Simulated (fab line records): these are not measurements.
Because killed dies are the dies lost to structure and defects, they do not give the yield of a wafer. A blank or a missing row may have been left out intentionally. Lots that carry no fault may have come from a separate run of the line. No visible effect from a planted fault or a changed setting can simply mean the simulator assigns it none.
fab line records    flow n5Finfet    part 2 of 2: steps 4 to 6 of 6
record: lots: 22  wafers: 66  lastDay: 18
route steps=1938 shown DUMMY_GATE@251 SD_EPI_N@273 SD_EPI_P@303
lots untouched by any fault: they come from a run of this same line in which no faults occurred
startH: hours from the record's opening day to when the first of the lot's shown wafers began    waitH: time in hours since the lot's previous step    " identical to the entry in the row above    L1.1+2: a single row standing in for several wafers    - no value, or no start given    * or withheld: withheld    < > ~ a bound
route shown NAME@n: names a module that has steps shown in the file, with the first one's number in the route    usual: mean/standard deviation of fault-free wafers    same: alike in all rows    chamber/n: place in a boat    sites: per-site readings    _std_site: standard deviation across them    _edge_site: mean of outer sites minus mean of inner sites    radiusMm: how far each site lies from the wafer's centre    mask NAME#n: copy n    behind: the last tool/chamber to shape the wafer    hold: what put the lot on hold/how long, in hours/how the hold closed    device: the transistor (n, p or np) that didn't switch    end of line: the tests these same wafers got at the end of their route    for a step that has no rows: nothing shown but its recipe    killed: at the first sort, the dies lost to defects and structure; wafer yield is something else    map: dies across one wafer; x = killed, . = not, _ = none there
set.NAME: setting as actually run; set.NAME@STEP: the setting as run at that earlier step    model.NAME: the simulator's own value behind a step, which no gauge read
route steps across a sampled set of lots; one table per step, one row per wafer
services: from which hour (startH, from the record's first day; less than 0 if before it) a tool's chamber was out of use, for how many hours, and why
== steps ==
step: N5_SD_EPI_N_ETCH_16
recipe: chemistry: CHF3/O2  target: SiO2  targetDepthA: 50  maskMaterial: SOC  pressureMtorr: 30  sourceW: 650  biasW: 170  Ar_flow_sccm: 200  CHF3_flow_sccm: 50  O2_flow_sccm: 5  ionEnergyEv: 200
usual: drypumpMotorCurrentA: 5.7/0.47  oesProductAu: 0.78/0.073  rfVppV: 522/4.9  showerheadPlenumPTorr: 2.44/0.089  throttleValvePct: 18.94/0.21
lot.wafer  tool        chamber  startH  waitH  drypumpMotorCurrentA  oesProductAu  rfHoursCounterH  rfVppV  showerheadPlenumPTorr  throttleValvePct
L074.2     rieDiel-06  2        50.67   0.1    5.4                   0.79          131              522     2.51                   19.17
L074.3     "           0        "       "      5.7                   0.69          240              524     2.37                   19.01
L074.4     "           1        "       "      5.0                   0.68          231              519     2.38                   19.05
L075.1     rieDiel-01  1        58.65   0.1    5.6                   0.96          7                530     2.56                   18.62
L075.2     "           3        "       "      6.2                   0.81          87               529     2.53                   18.79
L075.5     "           1        "       "      5.6                   0.95          -                531     2.56                   18.62
L076.2     rieDiel-01  2        66.56   0.1    5.0                   0.72          195              517     2.49                   19.19
L076.4     "           3        "       "      6.2                   0.80          -                526     2.52                   18.80
L076.5     "           0        "       "      5.6                   0.77          -                516     2.33                   19.10
L077.3     rieDiel-01  0        68.54   0.1    5.6                   0.78          136              518     2.33                   19.11
L077.5     "           0        "       "      5.6                   0.78          -                517     2.33                   19.09
L077.6     "           3        "       "      6.2                   0.81          -                529     2.52                   18.78
L078.1     rieDiel-02  2        74.33   0.1    6.1                   0.83          70               525     2.54                   18.70
L078.4     "           0        "       "      5.5                   0.70          220              517     2.29                   18.90
L078.5     "           0        "       "      5.5                   0.70          -                515     2.29                   18.88
L079.1     rieDiel-02  3        78.89   0.1    5.9                   0.79          99               527     2.34                   18.71
L079.3     "           0        "       "      5.5                   0.70          222              517     2.29                   18.89
L079.5     "           0        "       "      5.5                   0.70          -                515     2.29                   18.90
L080.2     rieDiel-02  3        90.37   0.1    5.8                   0.79          103              527     2.34                   18.72
L080.5     "           0        "       "      5.5                   0.69          -                515     2.29                   18.89
L080.6     "           3        "       "      5.8                   0.77          -                525     2.34                   18.72
L082.1     rieDiel-01  2        101.19  0.1    5.0                   0.72          209              518     2.48                   19.23
L082.3     "           0        "       "      5.6                   0.76          147              516     2.33                   19.12
L082.5     "           0        "       "      5.6                   0.76          -                516     2.33                   19.12
L084.1     rieDiel-06  2        111.30  0.1    5.4                   0.76          153              522     2.50                   19.23
L084.3     "           1        "       "      5.0                   0.67          254              518     2.37                   19.10
L084.6     "           2        "       "      5.4                   0.76          -                522     2.50                   19.22
L085.2     rieDiel-01  1        119.05  0.1    5.6                   0.89          29               529     2.55                   18.66
L085.5     "           3        "       "      6.2                   0.79          -                528     2.52                   18.84
L085.6     "           2        "       "      5.1                   0.71          -                515     2.48                   19.23
L086.3     rieDiel-01  0        123.05  0.1    5.6                   0.75          155              517     2.32                   19.12
L086.4     "           1        "       "      5.6                   0.90          30               531     2.56                   18.67
L086.5     "           3        "       "      6.2                   0.78          -                529     2.52                   18.82
L087.1     rieDiel-01  0        127.49  0.1    5.7                   0.75          156              516     2.32                   19.13
L087.4     "           2        "       "      5.1                   0.71          218              515     2.48                   19.24
L087.5     "           0        "       "      5.6                   0.75          -                517     2.32                   19.13
L088.2     rieDiel-02  3        132.27  0.1    5.9                   0.77          119              526     2.33                   18.74
L088.3     "           1        "       "      6.5                   0.72          204              519     2.48                   18.97
L088.5     "           3        "       "      5.9                   0.76          -                526     2.33                   18.73
L089.1     rieDiel-01  0        142.15  0.1    5.6                   0.74          163              518     2.32                   19.12
L089.2     "           2        "       "      5.0                   0.71          224              517     2.48                   19.25
L089.4     "           2        "       "      5.0                   0.70          -                517     2.48                   19.26
L090.1     rieDiel-06  1        145.87  0.1    5.0                   0.94          7                518     2.37                   18.69
L090.2     "           2        "       "      5.4                   0.75          166              522     2.50                   19.25
L090.3     "           0        "       "      5.8                   0.94          13               525     2.36                   18.64
L091.3     rieDiel-01  0        151.20  0.1    5.6                   0.74          167              516     2.32                   19.15
L091.4     "           1        "       "      5.6                   0.86          42               530     2.55                   18.67
L091.6     "           3        "       "      6.2                   0.78          -                527     2.51                   18.84
L092.4     rieDiel-02  3        159.87  0.1    5.9                   0.75          130              527     2.33                   18.74
L092.5     "           2        "       "      6.1                   0.79          -                526     2.53                   18.75
L092.6     "           3        "       "      5.9                   0.76          -                527     2.33                   18.75
L093.1     rieDiel-01  3        163.75  0.1    6.2                   0.78          122              528     2.51                   18.85
L093.4     "           1        "       "      5.6                   0.86          46               529     2.55                   18.68
L093.6     "           3        "       "      6.2                   0.78          -                528     2.51                   18.84
L094.1     rieDiel-06  1        170.62  0.1    5.0                   0.91          14               516     2.37                   18.72
L094.2     "           0        "       "      5.8                   0.92          20               523     2.36                   18.65
L094.3     "           3        "       "      6.4                   0.76          130              522     2.42                   19.14
L095.1     rieDiel-06  2        175.45  0.1    5.4                   0.74          174              523     2.49                   19.27
L095.2     "           3        "       "      6.4                   0.77          131              521     2.42                   19.15
L095.3     "           1        "       "      5.0                   0.91          16               518     2.37                   18.71
L096.1     rieDiel-06  1        180.42  0.1    5.0                   0.91          17               518     2.37                   18.72
L096.3     "           2        "       "      5.5                   0.75          175              521     2.49                   19.27
L096.4     "           3        "       "      6.4                   0.77          133              524     2.41                   19.15
L097.1     rieDiel-02  1        187.14  0.1    6.5                   0.70          226              517     2.47                   18.99
L097.3     "           2        "       "      6.1                   0.78          115              524     2.53                   18.79
L097.6     "           1        "       "      6.5                   0.70          -                519     2.47                   18.98
step: N5_SD_EPI_N_INSPECT_26
recipe: inspectInstrument: darkfield  mode: postEpi
usual: rawDefectCount: 199/33
lot.wafer  tool              chamber  startH  waitH  rawDefectCount
L074.2     defectInspect-01  -        54.06   0.1    217
L074.3     "                 -        "       "      192
L074.4     "                 -        "       "      200
L075.1     defectInspect-01  -        61.98   0.1    169
L075.2     "                 -        "       "      203
L075.5     "                 -        "       "      213
L076.2     defectInspect-01  -        69.95   0.1    288
L076.4     "                 -        "       "      221
L076.5     "                 -        "       "      203
L077.3     defectInspect-01  -        71.91   0.1    190
L077.5     "                 -        "       "      164
L077.6     "                 -        "       "      167
L078.1     defectInspect-01  -        78.50   0.1    252
L078.4     "                 -        "       "      219
L078.5     "                 -        "       "      216
L079.1     defectInspect-01  -        82.25   0.1    231
L079.3     "                 -        "       "      201
L079.5     "                 -        "       "      189
L080.2     defectInspect-01  -        94.22   0.1    231
L080.5     "                 -        "       "      177
L080.6     "                 -        "       "      207
L082.1     defectInspect-02  -        104.56  0.1    153
L082.3     "                 -        "       "      213
L082.5     "                 -        "       "      196
L084.1     defectInspect-02  -        114.62  0.1    230
L084.3     "                 -        "       "      149
L084.6     "                 -        "       "      189
L085.2     defectInspect-02  -        122.46  0.1    191
L085.5     "                 -        "       "      208
L085.6     "                 -        "       "      162
L086.3     defectInspect-02  -        126.38  0.1    163
L086.4     "                 -        "       "      199
L086.5     "                 -        "       "      189
L087.1     defectInspect-01  -        131.27  0.1    183
L087.4     "                 -        "       "      174
L087.5     "                 -        "       "      208
L088.2     defectInspect-02  -        135.60  0.1    126
L088.3     "                 -        "       "      186
L088.5     "                 -        "       "      211
L089.1     defectInspect-01  -        145.48  0.1    188
L089.2     "                 -        "       "      192
L089.4     "                 -        "       "      210
L090.1     defectInspect-02  -        149.20  0.1    205
L090.2     "                 -        "       "      168
L090.3     "                 -        "       "      222
L091.3     defectInspect-02  -        156.27  0.1    195
L091.4     "                 -        "       "      219
L091.6     "                 -        "       "      177
L092.4     defectInspect-01  -        163.50  0.1    195
L092.5     "                 -        "       "      170
L092.6     "                 -        "       "      154
L093.1     defectInspect-01  -        167.41  0.1    164
L093.4     "                 -        "       "      175
L093.6     "                 -        "       "      266
L094.1     defectInspect-01  -        173.96  0.1    236
L094.2     "                 -        "       "      192
L094.3     "                 -        "       "      181
L095.1     defectInspect-02  -        178.92  0.2    198
L095.2     "                 -        "       "      157
L095.3     "                 -        "       "      157
L096.1     defectInspect-01  -        183.98  0.1    185
L096.3     "                 -        "       "      223
L096.4     "                 -        "       "      247
L097.1     defectInspect-01  -        191.24  0.1    175
L097.3     "                 -        "       "      161
L097.6     "                 -        "       "      213
step: N5_SD_EPI_P_CD_MEAS_09
recipe: targetCdNm: 240  landingEnergyEv: 500  detector: seInlens
usual: cdNm: 239.9/0.81
same: landingEnergyEv: 500
lot.wafer  tool      chamber  startH  waitH  cdNm
L074.2     cdSem-02  0        54.35   -      239.3
L074.3     "         0        "       "      239.7
L074.4     "         0        "       "      239.4
L075.1     cdSem-02  0        62.38   -      239.9
L075.2     "         0        "       "      239.4
L075.5     "         0        "       "      240.6
L076.2     cdSem-02  0        70.35   -      239.3
L076.4     "         0        "       "      240.1
L076.5     "         0        "       "      239.8
L077.3     cdSem-02  0        72.18   -      240.0
L077.5     "         0        "       "      240.4
L077.6     "         0        "       "      240.4
L078.1     cdSem-03  0        78.77   -      240.3
L078.4     "         0        "       "      240.1
L078.5     "         0        "       "      239.7
L079.1     cdSem-01  0        82.65   -      241.3
L079.3     "         0        "       "      240.2
L079.5     "         0        "       "      240.9
L080.2     cdSem-02  0        94.50   -      240.8
L080.5     "         0        "       "      242.0
L080.6     "         0        "       "      241.8
L082.1     cdSem-03  0        104.84  -      238.8
L082.3     "         0        "       "      239.9
L082.5     "         0        "       "      238.9
L084.1     cdSem-02  0        114.92  -      239.2
L084.3     "         0        "       "      239.2
L084.6     "         0        "       "      239.1
L085.2     cdSem-01  0        122.86  -      240.0
L085.5     "         0        "       "      240.6
L085.6     "         0        "       "      239.9
L086.3     cdSem-02  0        126.78  -      239.9
L086.4     "         0        "       "      239.1
L086.5     "         0        "       "      238.9
L087.1     cdSem-01  0        131.67  -      240.2
L087.4     "         0        "       "      240.9
L087.5     "         0        "       "      240.3
L088.2     cdSem-02  0        135.91  -      240.4
L088.3     "         0        "       "      240.5
L088.5     "         0        "       "      240.7
L089.1     cdSem-03  0        145.88  -      238.9
L089.2     "         0        "       "      239.6
L089.4     "         0        "       "      239.8
L090.1     cdSem-02  0        149.60  -      240.3
L090.2     "         0        "       "      240.4
L090.3     "         0        "       "      240.3
L091.3     cdSem-03  0        156.67  -      239.3
L091.4     "         0        "       "      238.7
L091.6     "         0        "       "      239.2
L092.4     cdSem-03  0        163.90  -      240.9
L092.5     "         0        "       "      241.1
L092.6     "         0        "       "      240.6
L093.1     cdSem-01  0        167.68  -      240.2
L093.4     "         0        "       "      239.9
L093.6     "         0        "       "      239.9
L094.1     cdSem-03  0        174.36  -      239.8
L094.2     "         0        "       "      239.7
L094.3     "         0        "       "      240.1
L095.1     cdSem-03  0        179.32  -      240.2
L095.2     "         0        "       "      239.3
L095.3     "         0        "       "      240.1
L096.1     cdSem-03  0        184.26  -      242.0
L096.3     "         0        "       "      240.8
L096.4     "         0        "       "      241.9
L097.1     cdSem-03  0        191.64  -      240.0
L097.3     "         0        "       "      240.4
L097.6     "         0        "       "      240.2
== services ==
tool        chamber  startH  hours  kind
rieDiel-05  1        53.03   12.9   repair
rieDiel-06  -        57.20   3.8    repair
rieDiel-03  -        57.84   2.8    pm
rieDiel-01  1        64.71   3.8    repair
rieDiel-03  3        69.26   7.2    repair
rieDiel-06  0        82.34   -      clean
rieDiel-06  0        82.34   -      consumableReplace:focusRing
rieDiel-06  0        82.34   29.6   scheduledDown
rieDiel-06  0        82.34   29.6   ventCycle
rieDiel-04  -        86.96   1.0    repair
rieDiel-05  2        91.74   2.1    repair
rieDiel-06  1        112.08  -      clean
rieDiel-06  1        112.08  -      consumableReplace:focusRing
rieDiel-06  1        112.08  16.5   scheduledDown
rieDiel-06  1        112.08  16.5   ventCycle
rieDiel-06  -        152.14  4.3    pm
rieDiel-04  3        158.32  14.6   repair
rieDiel-02  -        161.27  0.4    repair
rieDiel-03  2        166.17  6.7    repair
rieDiel-02  0        168.03  -      clean
rieDiel-02  0        168.03  -      consumableReplace:focusRing
rieDiel-02  0        168.03  -      consumableReplace:showerhead
rieDiel-02  0        168.03  16.3   scheduledDown
rieDiel-01  2        185.30  17.7   repair
